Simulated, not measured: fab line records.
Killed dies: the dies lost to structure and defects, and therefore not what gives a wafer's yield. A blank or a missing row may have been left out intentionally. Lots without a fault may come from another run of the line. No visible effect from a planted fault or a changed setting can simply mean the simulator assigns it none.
Which tool is to blame? / flow n5_finfet / 10 lots with 30 wafers sampled at 4 steps, on a route of 1938 steps

== WHAT THE GAUGES READ, wafer by wafer ==
N5_PASSIVATION_CD_MEAS_10 targets a cd of 3000 nm.
lot=L954; measured=day 11 20:47; on=cd_sem-02; cd_nm (nm)=3001.5 3002.7 3000.4
lot=L955; measured=day 12 01:40; on=cd_sem-01; cd_nm (nm)=2999.6 2999.4 2998.5
lot=L958; measured=day 12 07:40; on=cd_sem-02; cd_nm (nm)=2999.1 3001.1 3001.4
lot=L957; measured=day 12 11:13; on=cd_sem-03; cd_nm (nm)=2999.7 2998.3 3002.0
lot=L959; measured=day 13 21:41; on=cd_sem-02; cd_nm (nm)=3001.3 3002.1 3000.5
lot=L964; measured=day 14 16:44; on=cd_sem-03; cd_nm (nm)=3000.5 3000.7 3001.4
lot=L961; measured=day 14 16:46; on=cd_sem-02; cd_nm (nm)=3002.3 3000.6 3000.7
lot=L971; measured=day 16 15:10; on=cd_sem-03; cd_nm (nm)=3007.0 3008.0 3009.0
lot=L973; measured=day 16 20:12; on=cd_sem-02; cd_nm (nm)=3012.4 3009.0 3009.7
lot=L975; measured=day 17 00:46; on=cd_sem-03; cd_nm (nm)=2998.4 2998.3 2997.3

== WHAT TOOL EACH LOT RAN ON (gives the tool, then ch and the chambers of the sampled wafers, and finally the start) ==
lot=L954; N5_BEOL_M15_ETCH_59=rie_diel-03 ch 0,1,3, day 11 10:04; N5_BEOL_M15_STRIP_64=rie_diel-03 ch 0,1,3, day 11 20:37 or earlier; N5_PASSIVATION_EXPOSE_07=krf_scanner-01 ch 0, day 11 20:37
lot=L955; N5_BEOL_M15_ETCH_59=rie_diel-03 ch 1,2,3, day 11 14:25; N5_BEOL_M15_STRIP_64=rie_diel-03 ch 1,2,3, day 12 01:29 or earlier; N5_PASSIVATION_EXPOSE_07=krf_scanner-02 ch 0, day 12 01:29
lot=L958; N5_BEOL_M15_ETCH_59=rie_diel-01 ch 1,2, day 11 20:04; N5_BEOL_M15_STRIP_64=rie_diel-01 ch 1,2, day 12 07:30 or earlier; N5_PASSIVATION_EXPOSE_07=krf_scanner-02 ch 0, day 12 07:30
lot=L957; N5_BEOL_M15_ETCH_59=rie_diel-04 ch 0,1,3, day 12 00:05; N5_BEOL_M15_STRIP_64=rie_diel-04 ch 0,1,3, day 12 11:03 or earlier; N5_PASSIVATION_EXPOSE_07=krf_scanner-02 ch 0, day 12 11:03
lot=L959; N5_BEOL_M15_ETCH_59=rie_diel-03 ch 0,1, day 13 03:41; N5_BEOL_M15_STRIP_64=rie_diel-03 ch 0,1, day 13 21:31 or earlier; N5_PASSIVATION_EXPOSE_07=krf_scanner-02 ch 0, day 13 21:31
lot=L964; N5_BEOL_M15_ETCH_59=rie_diel-01 ch 2,3, day 13 22:40; N5_BEOL_M15_STRIP_64=rie_diel-01 ch 2,3, day 14 16:34 or earlier; N5_PASSIVATION_EXPOSE_07=krf_scanner-01 ch 0, day 14 16:34
lot=L961; N5_BEOL_M15_ETCH_59=rie_diel-04 ch 0,1,3, day 13 23:15; N5_BEOL_M15_STRIP_64=rie_diel-04 ch 0,1,3, day 14 16:35 or earlier; N5_PASSIVATION_EXPOSE_07=krf_scanner-01 ch 0, day 14 16:35
lot=L971; N5_BEOL_M15_ETCH_59=rie_diel-01 ch 0,2, day 16 01:08; N5_BEOL_M15_STRIP_64=rie_diel-01 ch 0,2, day 16 14:59 or earlier; N5_PASSIVATION_EXPOSE_07=krf_scanner-02 ch 0, day 16 14:59
lot=L973; N5_BEOL_M15_ETCH_59=rie_diel-04 ch 1,2,3, day 16 04:07; N5_BEOL_M15_STRIP_64=rie_diel-04 ch 1,2,3, day 16 20:01 or earlier; N5_PASSIVATION_EXPOSE_07=krf_scanner-02 ch 0, day 16 20:01
lot=L975; N5_BEOL_M15_ETCH_59=rie_diel-01 ch 0,1,2, day 16 12:26; N5_BEOL_M15_STRIP_64=rie_diel-01 ch 0,1,2, day 17 00:36 or earlier; N5_PASSIVATION_EXPOSE_07=krf_scanner-01 ch 0, day 17 00:36
- N5_BEOL_M15_ETCH_59: etches BARC in N2/H2, target depth 89 nm, overetch 26.7 nm, time 67.9 s.
- N5_BEOL_M15_STRIP_64: strips in O2.
- N5_PASSIVATION_EXPOSE_07: exposes mask TV, defocus 0 nm, target cd 3000 nm.

== THE ANSWER, worked out from the rows above alone ==
Rule: the lots themselves supply what counts as usual. The widest of any qualifying gaps counts: lots, ordered by their means at a reading, are off when they make up no more than a third of the lots, leave a main group of 4 or more, and stand apart from it by 3 or more times the standard deviation of that group's means. Not used: any main group whose means are identical at the precision the tables above print for the reading. Also off: a lot with no number at a reading for which 4 or more lots have one. Any other lot the step has rows for is counted as sound.
Off at N5_PASSIVATION_CD_MEAS_10 (cd_nm): L971, L973. The main group: mean 3000.3 nm, standard deviation 1.1.
A tool fits if, at a process step before that reading, it ran every lot that is off, and no sound lot after the first of them. The gauges at N5_PASSIVATION_CD_MEAS_10 are tried like those tools. Because N5_BEOL_M15_STRIP_64 lacks a start for some lots, the hours and order of its lots are taken from N5_PASSIVATION_EXPOSE_07. One fits: krf_scanner-02 at N5_PASSIVATION_EXPOSE_07. Its last sound lot is L959 (day 13 21:31), its first lot that is off L971 (day 16 14:59): a fault that began between those two fits.

== WHAT THE SIMULATOR HAD INSERTED ==
Drift in process parameters on krf_scanner-02 at N5_PASSIVATION_EXPOSE_07, starting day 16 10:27. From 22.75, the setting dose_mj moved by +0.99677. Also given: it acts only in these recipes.
Struck lots among those shown: L971, L973. This agrees with what the rule above found.
